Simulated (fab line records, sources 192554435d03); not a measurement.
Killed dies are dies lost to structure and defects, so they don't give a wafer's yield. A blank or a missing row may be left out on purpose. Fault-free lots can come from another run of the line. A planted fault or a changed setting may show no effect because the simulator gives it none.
A sampling plan put to the test	flow n5Finfet	one fab line, 40 faults that these records tell of, each judged on the records of the lots that it struck; 1 more is left out, because the records don't allow judging it
The line's own looks make up the plan; these are the steps of the route where a gauge or inspection reads the wafer and leaves it unchanged. Where struck wafers have a number at a look and the file lists that look's usual mean and standard deviation on fault-free wafers, the look can be judged. Caught: a look later than the fault's first step finds the struck wafers' mean 4 or more of those standard deviations (sigma) from the usual mean. On the tool: here the same test is run on the tool's own readings at the fault's steps. Also counted as caught: the struck wafers showing another recipe, or a record that is empty for them alone.

== THE FAULTS, as the simulator had put them in ==
1. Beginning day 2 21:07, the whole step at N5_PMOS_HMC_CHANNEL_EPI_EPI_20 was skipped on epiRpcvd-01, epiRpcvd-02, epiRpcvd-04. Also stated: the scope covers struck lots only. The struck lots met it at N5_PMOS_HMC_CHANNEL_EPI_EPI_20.
2. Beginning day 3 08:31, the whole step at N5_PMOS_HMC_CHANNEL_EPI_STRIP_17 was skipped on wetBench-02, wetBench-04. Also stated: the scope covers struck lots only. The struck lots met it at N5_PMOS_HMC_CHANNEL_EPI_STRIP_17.
3. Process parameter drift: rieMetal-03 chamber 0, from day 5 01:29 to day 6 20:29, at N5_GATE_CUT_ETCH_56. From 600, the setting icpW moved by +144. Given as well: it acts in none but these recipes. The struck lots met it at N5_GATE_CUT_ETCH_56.
4. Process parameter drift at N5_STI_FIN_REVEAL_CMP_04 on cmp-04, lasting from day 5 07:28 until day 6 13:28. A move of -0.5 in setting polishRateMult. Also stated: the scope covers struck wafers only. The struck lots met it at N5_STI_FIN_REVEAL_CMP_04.
5. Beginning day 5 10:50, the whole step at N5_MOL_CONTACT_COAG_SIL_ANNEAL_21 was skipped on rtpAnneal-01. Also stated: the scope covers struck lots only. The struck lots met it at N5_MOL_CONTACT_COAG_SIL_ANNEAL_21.
6. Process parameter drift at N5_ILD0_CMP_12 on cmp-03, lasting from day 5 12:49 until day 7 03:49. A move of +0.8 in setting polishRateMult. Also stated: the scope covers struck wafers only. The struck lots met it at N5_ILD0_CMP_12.
7. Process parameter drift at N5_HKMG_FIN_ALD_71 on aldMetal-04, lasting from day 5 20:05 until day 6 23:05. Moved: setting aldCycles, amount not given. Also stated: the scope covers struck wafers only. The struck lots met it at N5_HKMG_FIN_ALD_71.
8. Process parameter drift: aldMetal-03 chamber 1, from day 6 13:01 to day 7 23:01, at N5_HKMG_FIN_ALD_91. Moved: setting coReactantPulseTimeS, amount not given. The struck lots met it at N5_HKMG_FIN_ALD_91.
9. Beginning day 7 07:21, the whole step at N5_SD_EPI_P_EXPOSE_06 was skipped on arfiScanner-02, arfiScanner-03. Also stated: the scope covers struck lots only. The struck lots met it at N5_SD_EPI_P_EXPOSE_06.
10. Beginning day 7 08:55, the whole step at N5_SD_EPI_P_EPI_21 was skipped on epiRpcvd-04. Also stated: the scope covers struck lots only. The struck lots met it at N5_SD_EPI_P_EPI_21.
11. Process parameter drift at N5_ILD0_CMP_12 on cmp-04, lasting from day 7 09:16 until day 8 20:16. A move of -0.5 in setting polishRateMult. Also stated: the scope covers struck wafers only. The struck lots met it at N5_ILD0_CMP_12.
12. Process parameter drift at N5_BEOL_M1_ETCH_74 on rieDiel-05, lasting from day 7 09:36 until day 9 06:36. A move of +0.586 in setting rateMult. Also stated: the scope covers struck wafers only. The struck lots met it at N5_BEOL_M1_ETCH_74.
13. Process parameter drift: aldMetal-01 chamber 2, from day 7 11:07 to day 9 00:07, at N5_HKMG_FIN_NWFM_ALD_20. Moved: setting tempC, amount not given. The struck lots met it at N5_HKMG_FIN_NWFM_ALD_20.
14. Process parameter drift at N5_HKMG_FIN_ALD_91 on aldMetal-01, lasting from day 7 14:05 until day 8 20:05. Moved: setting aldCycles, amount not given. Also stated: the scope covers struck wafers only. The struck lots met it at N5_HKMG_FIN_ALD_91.
15. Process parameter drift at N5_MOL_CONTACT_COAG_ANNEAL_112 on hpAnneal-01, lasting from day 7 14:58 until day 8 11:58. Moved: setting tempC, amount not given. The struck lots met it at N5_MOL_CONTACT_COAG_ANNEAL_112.
16. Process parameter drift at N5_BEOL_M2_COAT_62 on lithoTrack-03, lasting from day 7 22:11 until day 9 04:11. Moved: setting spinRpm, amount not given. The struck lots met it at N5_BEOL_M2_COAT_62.
17. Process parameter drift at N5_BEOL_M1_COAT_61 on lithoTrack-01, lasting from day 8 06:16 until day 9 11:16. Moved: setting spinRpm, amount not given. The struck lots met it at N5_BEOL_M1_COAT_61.
18. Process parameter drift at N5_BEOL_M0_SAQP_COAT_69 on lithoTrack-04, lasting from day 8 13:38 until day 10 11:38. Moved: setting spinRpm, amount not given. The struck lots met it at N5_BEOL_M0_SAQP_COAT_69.
19. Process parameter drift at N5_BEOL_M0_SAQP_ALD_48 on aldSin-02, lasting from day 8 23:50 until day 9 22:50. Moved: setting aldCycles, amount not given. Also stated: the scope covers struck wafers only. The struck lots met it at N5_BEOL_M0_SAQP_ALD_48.
20. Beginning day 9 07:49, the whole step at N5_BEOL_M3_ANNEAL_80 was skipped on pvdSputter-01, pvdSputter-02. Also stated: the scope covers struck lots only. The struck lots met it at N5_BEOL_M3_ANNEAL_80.
21. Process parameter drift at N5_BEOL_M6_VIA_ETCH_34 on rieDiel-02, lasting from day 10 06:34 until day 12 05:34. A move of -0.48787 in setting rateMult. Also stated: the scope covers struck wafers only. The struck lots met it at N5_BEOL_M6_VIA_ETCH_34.
22. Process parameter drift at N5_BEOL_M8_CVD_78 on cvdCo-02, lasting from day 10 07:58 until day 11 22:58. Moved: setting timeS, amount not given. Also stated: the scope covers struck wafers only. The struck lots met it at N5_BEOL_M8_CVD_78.
23. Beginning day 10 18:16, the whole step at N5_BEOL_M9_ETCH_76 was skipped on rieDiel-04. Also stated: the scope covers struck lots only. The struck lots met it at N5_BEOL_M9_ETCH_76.
24. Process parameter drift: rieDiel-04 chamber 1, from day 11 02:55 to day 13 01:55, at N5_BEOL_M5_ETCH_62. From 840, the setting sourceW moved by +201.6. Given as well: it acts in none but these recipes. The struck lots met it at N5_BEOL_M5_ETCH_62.
25. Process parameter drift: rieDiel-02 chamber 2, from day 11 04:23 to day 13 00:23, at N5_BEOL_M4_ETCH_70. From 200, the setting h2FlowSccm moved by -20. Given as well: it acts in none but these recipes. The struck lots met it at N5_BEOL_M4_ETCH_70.
26. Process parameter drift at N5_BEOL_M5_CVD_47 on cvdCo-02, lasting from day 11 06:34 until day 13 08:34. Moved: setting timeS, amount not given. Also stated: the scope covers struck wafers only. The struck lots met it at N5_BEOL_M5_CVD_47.
27. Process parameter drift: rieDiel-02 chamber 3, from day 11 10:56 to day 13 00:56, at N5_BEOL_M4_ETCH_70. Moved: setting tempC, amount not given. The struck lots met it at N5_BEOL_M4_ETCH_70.
28. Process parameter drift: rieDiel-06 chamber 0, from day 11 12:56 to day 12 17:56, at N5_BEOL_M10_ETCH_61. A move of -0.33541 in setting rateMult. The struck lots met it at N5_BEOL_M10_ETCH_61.
29. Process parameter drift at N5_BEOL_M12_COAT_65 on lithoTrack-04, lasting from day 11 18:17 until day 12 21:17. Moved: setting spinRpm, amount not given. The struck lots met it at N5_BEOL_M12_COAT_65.
30. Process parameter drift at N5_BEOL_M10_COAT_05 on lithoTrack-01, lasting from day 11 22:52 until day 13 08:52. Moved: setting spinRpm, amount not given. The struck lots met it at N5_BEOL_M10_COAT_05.
31. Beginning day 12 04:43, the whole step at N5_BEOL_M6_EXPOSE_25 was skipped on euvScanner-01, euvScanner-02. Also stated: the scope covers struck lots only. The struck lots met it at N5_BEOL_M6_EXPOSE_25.
32. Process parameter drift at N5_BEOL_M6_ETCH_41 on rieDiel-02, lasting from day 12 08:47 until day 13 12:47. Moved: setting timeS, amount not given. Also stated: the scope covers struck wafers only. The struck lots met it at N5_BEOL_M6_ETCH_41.
33. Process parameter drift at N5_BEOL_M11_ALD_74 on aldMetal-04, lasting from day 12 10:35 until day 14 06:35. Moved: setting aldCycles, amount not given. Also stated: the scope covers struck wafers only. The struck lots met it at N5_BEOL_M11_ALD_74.
34. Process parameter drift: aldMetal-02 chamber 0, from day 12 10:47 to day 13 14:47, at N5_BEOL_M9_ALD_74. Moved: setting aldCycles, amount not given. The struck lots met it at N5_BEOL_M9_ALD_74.
35. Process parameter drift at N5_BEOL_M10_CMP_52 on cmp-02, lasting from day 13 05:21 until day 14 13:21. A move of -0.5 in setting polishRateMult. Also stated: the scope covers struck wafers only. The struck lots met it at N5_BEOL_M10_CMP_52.
36. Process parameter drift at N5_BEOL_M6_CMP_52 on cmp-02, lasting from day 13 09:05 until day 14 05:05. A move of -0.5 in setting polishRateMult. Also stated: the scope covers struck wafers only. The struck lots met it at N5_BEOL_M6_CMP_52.
37. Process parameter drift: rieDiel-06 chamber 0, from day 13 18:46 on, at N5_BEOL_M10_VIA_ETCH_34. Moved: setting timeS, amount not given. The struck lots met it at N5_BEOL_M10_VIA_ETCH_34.
38. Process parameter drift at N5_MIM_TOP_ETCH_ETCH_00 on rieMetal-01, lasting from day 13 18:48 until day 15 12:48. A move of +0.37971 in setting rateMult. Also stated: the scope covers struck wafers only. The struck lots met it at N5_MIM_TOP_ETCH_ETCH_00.
39. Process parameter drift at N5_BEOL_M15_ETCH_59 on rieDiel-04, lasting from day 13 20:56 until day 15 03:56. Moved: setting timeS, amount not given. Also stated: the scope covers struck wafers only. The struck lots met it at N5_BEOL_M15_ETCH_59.
40. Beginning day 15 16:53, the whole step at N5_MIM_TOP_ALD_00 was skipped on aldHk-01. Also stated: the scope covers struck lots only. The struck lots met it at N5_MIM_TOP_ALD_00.

== WHAT THE PLAN SAW ==
fault	on the tool itself	first look that catches it	reading, sigma	median hours from its first step to that look	hours from the fault's start to the first struck lot there	judged looks passed uncaught
1	the tool's record is blank for the struck wafers	no look after it can be judged	-	-	-	0
2	the tool's record is blank for the struck wafers	no look after it can be judged	-	-	-	0
3	rfFwdPowerW +80 sigma	no look after it can be judged	-	-	-	0
4	timeToEndpointS +23 sigma	no look after it can be judged	-	-	-	0
5	the tool's record is blank for the struck wafers	no look after it can be judged	-	-	-	0
6	timeToEndpointS -6.2 sigma	no look after it can be judged	-	-	-	0
7	under 2 sigma	no look after it can be judged	-	-	-	0
8	under 2 sigma	no look after it can be judged	-	-	-	0
9	no reading that can be judged	no look after it can be judged	-	-	-	0
10	the tool's record is blank for the struck wafers	not the one look that can be judged after it	-	-	-	1
11	timeToEndpointS +11 sigma	not the one look that can be judged after it	-	-	-	1
12	etchRfOnTimeS -15 sigma	not the one look that can be judged after it	-	-	-	1
13	susceptorTempC -49 sigma	no look after it can be judged	-	-	-	0
14	only faintly: precursorPulseHeightRel +2.1 sigma	no look after it can be judged	-	-	-	0
15	wafer_temp_C_max -46 sigma	not the one look that can be judged after it	-	-	-	1
16	spinSpeedRpm +91 sigma	none of the 3 looks that can be judged after it	-	-	-	3
17	spinSpeedRpm +99 or beyond sigma	not the one look that can be judged after it	-	-	-	1
18	spinSpeedRpm +63 sigma	not the one look that can be judged after it	-	-	-	1
19	under 2 sigma	not the one look that can be judged after it	-	-	-	1
20	the tool's record is blank for the struck wafers	not the one look that can be judged after it	-	-	-	1
21	only faintly: oesProductAu -2.9 sigma	not the one look that can be judged after it	-	-	-	1
22	runLengthS +5.5 sigma	no look after it can be judged	-	-	-	0
23	the tool's record is blank for the struck wafers	no look after it can be judged	-	-	-	0
24	rfFwdPowerW +69 sigma	no look after it can be judged	-	-	-	0
25	h2FlowSccm -30 sigma	not the one look that can be judged after it	strongest: IOFF_N at N5_BEOL_M4_RC_MEAS_101, +3.3	-	-	1
26	runLengthS +99 or beyond sigma	no look after it can be judged	-	-	-	0
27	tempC +4.0 sigma	not the one look that can be judged after it	-	-	-	1
28	etchRfOnTimeS +21 sigma	not the one look that can be judged after it	-	-	-	1
29	spinSpeedRpm -57 sigma	no look after it can be judged	-	-	-	0
30	spinSpeedRpm +72 sigma	no look after it can be judged	-	-	-	0
31	no reading that can be judged	no look after it can be judged	-	-	-	0
32	runLengthS +6.6 sigma	no look after it can be judged	-	-	-	0
33	under 2 sigma	not the one look that can be judged after it	-	-	-	1
34	only faintly: heaterPowerW +2.1 sigma	no look after it can be judged	-	-	-	0
35	overpolishRunS -99 or beyond sigma	N5_BEOL_M10_THK_MEAS_53	M10_THK +41	0.2	14	0
36	overpolishRunS -99 or beyond sigma	N5_BEOL_M6_THK_MEAS_53	M6_THK +44	0.2	13	0
37	runLengthS -14 sigma	not the one look that can be judged after it	-	-	-	1
38	only faintly: oesProductAu +2.9 sigma	not the one look that can be judged after it	-	-	-	1
39	runLengthS -33 sigma	not the one look that can be judged after it	-	-	-	1
40	the tool's record is blank for the struck wafers	no look after it can be judged	-	-	-	0
Dash: fault not caught, or number not given in these records.

Caught at a look: 2 of 40. Caught on the tool: 30 of 40. By one or the other: 30 of 40.
Faults 1, 2, 3, 4, 5, 6, 10, 11, 12, 13, 15, 16, 17, 18, 20, 22, 23, 24, 25, 26, 27, 28, 29, 30, 32, 37, 39, 40 were caught on the tool alone.
Caught by neither: faults 7, 8, 9, 14, 19, 21, 31, 33, 34, 38.

== THINNER SAMPLING ==
Were the look that catches a fault to measure just every second or every third lot (counted by lot number), the first struck lot would, at worst, be measured this late:
fault	struck lots at that look, in order of time	every lot	every second lot	every third lot
35	L659, L661	14 h	may miss all 2	may miss all 2
36	L649, L650	13 h	15 h	may miss all 2
Hours count from the start of the fault until the first struck lot that is measured. The limit of 4 sigma was tested on all struck wafers together, so one lot alone may lie under it. Other struck lots may not be in these records.

== THE LONGEST TIMED WAY FROM STEP TO LOOK ==
In fault 35, a median of 0.2 hours elapses between N5_BEOL_M10_CMP_52 and N5_BEOL_M10_THK_MEAS_53. No look between them can be judged.
